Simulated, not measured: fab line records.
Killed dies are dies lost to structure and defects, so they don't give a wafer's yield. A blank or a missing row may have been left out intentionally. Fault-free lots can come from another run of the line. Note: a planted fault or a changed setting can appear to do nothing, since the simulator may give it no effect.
fab line records -- flow n5-finfet -- part 2 of 2: steps 17 to 24 of 24
[record] lots = 5, wafers = 15, last-day = 14
route steps=1938 shown FIN_CUT@166 STI_FIN_REVEAL@183
lots untouched by any fault: they come from a run of this same line in which no faults occurred
start-h: hours from the record's first day to the start of the lot's first wafer shown -- wait-h: time in hours since the lot's previous step -- " same as the row above -- L1.1+2: a row that stands for several wafers -- - no value present, or no start provided -- * or withheld: withheld -- < > ~ a bound
route shown NAME@n: NAME is a module with steps in the file, n the number in the route of the first one -- usual: mean and standard deviation over wafers with no fault -- same: alike in all rows -- chamber/n: place in a boat -- sites: readings site by site -- _std_site: standard deviation of those values -- _edge_site: outer sites' mean less inner sites' -- radius-mm: for every site, how far away it sits from the centre of the wafer -- mask NAME#n: copy n -- behind: the last tool/chamber to shape the wafer -- hold: why the lot was held/for how many hours/how that ended -- device: names the non-switching transistor (n, p or np) -- end of line: the same wafers' tests at the end of the route -- a step given without rows: its recipe and nothing more -- killed: not the wafer's yield, but the dies lost to structure and defects at the first sort -- map: per-die view of a wafer (x killed, . not killed, _ where there is no die)
set.NAME: setting as actually run; set.NAME@STEP: the setting as run at that earlier step -- model.NAME: the simulator's own value behind a step, which no gauge read
lots seen at some steps along the route; tables by step, rows by wafer
services: the hour from which a tool's chamber was out of use, counted from the record's first day as start-h (under 0 if before that day), plus the number of hours and why
[[steps]]
[step N5_FIN_CUT_INSPECT_17]
[recipe] inspect-instrument = brightfield, mode = aei
[usual] raw-defect-count = 216/52
lot.wafer,tool,chamber,start-h,wait-h,raw-defect-count
L074.1,defect-inspect-02,-,29.93,0.0,222
L074.2,defect-inspect-02,-,29.93,0.0,178
L074.5,defect-inspect-02,-,29.93,0.0,220
L075.1,defect-inspect-02,-,34.74,0.0,171
L075.3,defect-inspect-02,-,34.74,0.0,213
L075.6,defect-inspect-02,-,34.74,0.0,209
L077.2,defect-inspect-02,-,46.28,0.0,201
L077.5,defect-inspect-02,-,46.28,0.0,292
L077.6,defect-inspect-02,-,46.28,0.0,195
L079.2,defect-inspect-01,-,59.09,0.0,112
L079.3,defect-inspect-01,-,59.09,0.0,172
L079.4,defect-inspect-01,-,59.09,0.0,115
L080.2,defect-inspect-02,-,64.99,0.0,191
L080.5,defect-inspect-02,-,64.99,0.0,280
L080.6,defect-inspect-02,-,64.99,0.0,294
[step N5_STI_FIN_REVEAL_ALD_00]
[recipe] material = SiO2, target-thk-a = 10, temp-c = 300, ald-precursor-family = BDEAS, ald-co-reactant = O2-plasma, pulse-time-s = 1, pressure-torr = 2
[usual] heater-power-w = 484/46, precursor-pulse-height-rel = 1.001/0.021
lot.wafer,tool,chamber,start-h,wait-h,heater-power-w,precursor-pulse-height-rel
L074.1,ald-sin-02,2,29.96,0.0,450,1.009
L074.2,ald-sin-02,3,29.96,0.0,525,0.971
L074.5,ald-sin-02,2,29.96,0.0,460,1.000
L075.1,ald-sin-03,3,34.78,0.0,479,0.994
L075.3,ald-sin-03,1,34.78,0.0,457,0.988
L075.6,ald-sin-03,1,34.78,0.0,455,0.996
L077.2,ald-sin-02,0,46.32,0.0,560,0.966
L077.5,ald-sin-02,2,46.32,0.0,457,0.970
L077.6,ald-sin-02,3,46.32,0.0,537,0.966
L079.2,ald-sin-03,1,59.13,0.0,466,0.998
L079.3,ald-sin-03,2,59.13,0.0,496,1.035
L079.4,ald-sin-03,0,59.13,0.0,452,1.006
L080.2,ald-sin-01,2,65.02,0.0,435,0.977
L080.5,ald-sin-01,0,65.02,0.0,371,1.012
L080.6,ald-sin-01,3,65.02,0.0,523,0.994
[step N5_STI_FIN_REVEAL_ALD_14]
[recipe] material = Si3N4, target-thk-a = 30, temp-c = 400, ald-precursor-family = SiH2I2, ald-co-reactant = N2/H2-plasma, pressure-torr = 2
[usual] heater-power-w = 864/82
lot.wafer,tool,chamber,start-h,wait-h,heater-power-w
L074.1,ald-sin-02,2,30.01,0.0,805
L074.2,ald-sin-02,3,30.01,0.0,981
L074.5,ald-sin-02,2,30.01,0.0,794
L075.1,ald-sin-03,3,34.83,0.0,885
L075.3,ald-sin-03,1,34.83,0.0,823
L075.6,ald-sin-03,1,34.83,0.0,828
L077.2,ald-sin-02,0,46.36,0.0,975
L077.5,ald-sin-02,2,46.36,0.0,796
L077.6,ald-sin-02,3,46.36,0.0,956
L079.2,ald-sin-03,1,59.17,0.0,839
L079.3,ald-sin-03,2,59.17,0.0,876
L079.4,ald-sin-03,0,59.17,0.0,800
L080.2,ald-sin-01,2,65.07,0.0,779
L080.5,ald-sin-01,0,65.07,0.0,669
L080.6,ald-sin-01,3,65.07,0.0,940
[step N5_STI_FIN_REVEAL_FCVD_FILL_01]
[recipe] material = SiO2_flowable, target-thk-a = 3120, temp-c = 100, pressure-torr = 0.8, rf-w = 2000, time-s = 512.2
[usual] tsa-flow-sccm = 60.03/0.17
lot.wafer,tool,chamber,start-h,wait-h,tsa-flow-sccm
L074.1,fcvd-02,0,30.25,0.1,60.28
L074.2,fcvd-02,1,30.25,0.1,59.94
L074.5,fcvd-02,1,30.25,0.1,60.18
L075.1,fcvd-01,0,35.07,0.1,60.04
L075.3,fcvd-01,0,35.07,0.1,60.12
L075.6,fcvd-01,0,35.07,0.1,60.07
L077.2,fcvd-02,0,46.60,0.1,59.95
L077.5,fcvd-02,0,46.60,0.1,59.87
L077.6,fcvd-02,1,46.60,0.1,60.16
L079.2,fcvd-01,0,59.41,0.1,60.26
L079.3,fcvd-01,1,59.41,0.1,59.73
L079.4,fcvd-01,0,59.41,0.1,60.18
L080.2,fcvd-02,0,65.31,0.1,60.25
L080.5,fcvd-02,0,65.31,0.1,60.39
L080.6,fcvd-02,1,65.31,0.1,60.02
[step N5_STI_FIN_REVEAL_DENSIFY_02]
[recipe] temp-c = 650, ambient = steam, time-s = 1800, idle-temp-c = 400, densification-p-h2o-torr = 640
[usual] tube-center-temp-C = 650.01/0.059, tube_center_temp_C_max = 651.70/0.3
lot.wafer,tool,chamber,start-h,wait-h,tube-center-temp-C,tube_center_temp_C_max
L074.1,furnace-01,0,30.89,0.4,650.04,652.06
L074.2,furnace-01,0,30.89,0.4,649.89,652.07
L074.5,furnace-01,0,30.89,0.4,649.96,651.84
L075.1,furnace-02,0,36.30,1.0,650.03,651.75
L075.3,furnace-02,0,36.30,1.0,650.03,651.84
L075.6,furnace-02,0,36.30,1.0,650.02,652.20
L077.2,furnace-01,0,47.24,0.4,650.04,652.21
L077.5,furnace-01,0,47.24,0.4,650.02,652.34
L077.6,furnace-01,0,47.24,0.4,649.96,651.70
L079.2,furnace-01,0,60.05,0.4,650.01,651.67
L079.3,furnace-01,0,60.05,0.4,650.02,651.50
L079.4,furnace-01,0,60.05,0.4,650.01,651.59
L080.2,furnace-01,0,65.95,0.4,650.04,651.31
L080.5,furnace-01,0,65.95,0.4,649.99,651.55
L080.6,furnace-01,0,65.95,0.4,650.01,651.43
[step N5_STI_FIN_REVEAL_CMP_04]
[recipe] stop-on = Si3N4, t-overpolish-s = 4, down-force-psi = 2, platen-rpm = 54.18, post-cmp-clean = alkaline-brush, pad-velocity-m-s = 1.078, target-thk-nm = 131.83
[usual] edge-zone-pressure-frac = 1.000/0.005, motor-current-A = 7.8/0.54, overpolish-run-s = 4.001/0.0091, time-to-endpoint-s = 105/5.7
lot.wafer,tool,chamber,start-h,wait-h,edge-zone-pressure-frac,motor-current-A,overpolish-run-s,time-to-endpoint-s
L074.2,cmp-02,1,35.05,0.0,1.006,8.0,3.990,117
L074.1,cmp-02,0,35.05,0.0,1.004,7.1,3.992,121
L074.5,cmp-02,1,35.05,0.0,0.994,8.5,4.009,118
L075.3,cmp-01,3,40.48,0.0,0.998,7.2,3.997,111
L075.1,cmp-01,1,40.48,0.0,1.000,7.6,3.997,101
L075.6,cmp-01,3,40.48,0.0,0.993,7.2,4.008,108
L077.2,cmp-02,0,51.44,0.1,1.004,7.3,4.005,120
L077.5,cmp-02,3,51.44,0.1,1.012,7.7,4.008,118
L077.6,cmp-02,0,51.44,0.1,0.999,7.3,4.006,116
L079.3,cmp-01,1,64.26,0.1,0.995,7.9,4.007,99
L079.2,cmp-01,2,64.26,0.1,0.998,8.0,4.003,103
L079.4,cmp-01,3,64.26,0.1,0.992,7.6,3.988,105
L080.2,cmp-02,2,70.15,0.1,0.999,8.6,3.992,116
L080.6,cmp-02,1,70.15,0.1,1.001,7.8,3.993,115
L080.5,cmp-02,2,70.15,0.1,1.007,8.4,4.008,113
[step N5_STI_FIN_REVEAL_THK_MEAS_05]
[usual] thk-nm = 132.1/1
lot.wafer,tool,chamber,start-h,wait-h,thk-nm
L074.1,film-metro-01,-,35.35,-,131.8
L074.2,film-metro-01,-,35.35,-,133.7
L074.5,film-metro-01,-,35.35,-,133.9
L075.1,film-metro-01,-,40.77,-,130.2
L075.3,film-metro-01,-,40.77,-,133.0
L075.6,film-metro-01,-,40.77,-,130.6
L077.2,film-metro-01,-,51.70,-,132.8
L077.5,film-metro-01,-,51.70,-,132.2
L077.6,film-metro-01,-,51.70,-,133.0
L079.2,film-metro-01,-,64.53,-,133.2
L079.3,film-metro-01,-,64.53,-,131.7
L079.4,film-metro-01,-,64.53,-,131.6
L080.2,film-metro-02,-,70.41,-,130.7
L080.5,film-metro-02,-,70.41,-,132.3
L080.6,film-metro-02,-,70.41,-,132.9
[step N5_STI_FIN_REVEAL_DENSIFY_30]
[recipe] temp-c = *, time-s = *, ambient = N2, idle-temp-c = 600, ramp-up-c-per-s = 150, ramp-down-c-per-s = 60, cool-to-c = 600
[usual] lamp-power-pct = 11.53/0.056, lamp_zone_5_pct = 11.534/0.019, lamp_zone_7_pct = 11.964/0.018, wafer_temp_C_max = *
lot.wafer,tool,chamber,start-h,wait-h,lamp-power-pct,lamp_zone_5_pct,lamp_zone_7_pct,wafer_temp_C_max
L074.1,rtp-anneal-02,0,35.53,0.2,11.58,11.510,11.937,*
L074.2,rtp-anneal-02,0,35.53,0.2,11.62,11.516,11.977,*
L074.5,rtp-anneal-02,0,35.53,0.2,11.61,11.517,11.961,*
L075.1,rtp-anneal-01,0,40.80,0.0,11.46,11.520,11.991,*
L075.3,rtp-anneal-01,0,40.80,0.0,11.59,11.556,11.957,*
L075.6,rtp-anneal-01,0,40.80,0.0,11.51,11.513,11.944,*
L077.2,rtp-anneal-02,0,51.75,0.1,11.51,11.531,11.972,*
L077.5,rtp-anneal-02,0,51.75,0.1,11.60,11.565,11.973,*
L077.6,rtp-anneal-02,0,51.75,0.1,11.53,11.546,11.944,*
L079.2,rtp-anneal-01,0,64.58,0.1,11.50,11.546,11.983,*
L079.3,rtp-anneal-01,0,64.58,0.1,11.47,11.528,11.955,*
L079.4,rtp-anneal-01,0,64.58,0.1,11.46,11.531,11.971,*
L080.2,rtp-anneal-02,0,70.46,0.1,11.48,11.548,11.955,*
L080.5,rtp-anneal-02,0,70.46,0.1,11.48,11.559,11.952,*
L080.6,rtp-anneal-02,0,70.46,0.1,11.46,11.528,12.006,*
[[services]]
tool,chamber,start-h,hours,kind
ald-sin-03,0,7.88,-,clean
ald-sin-03,1,7.88,-,clean
ald-sin-03,2,7.88,-,clean
ald-sin-03,3,7.88,-,clean
wet-bench-04,-,18.08,1.8,repair
cmp-01,-,23.74,4.3,pm
cmp-01,-,29.19,3.1,repair
rie-si-03,-,31.55,0.3,repair
fcvd-01,1,32.80,7.3,repair
rie-si-02,1,34.34,6.2,repair
vapor-etch-01,-,34.69,0.7,repair
fcvd-01,0,40.10,-,clean
fcvd-01,0,40.10,18.0,scheduled-down
fcvd-01,0,40.10,18.0,vent-cycle
fcvd-02,-,42.50,0.6,repair
ald-sin-01,3,47.22,-,calibration
rie-si-02,-,65.90,2.8,pm
furnace-02,-,69.73,4.2,repair
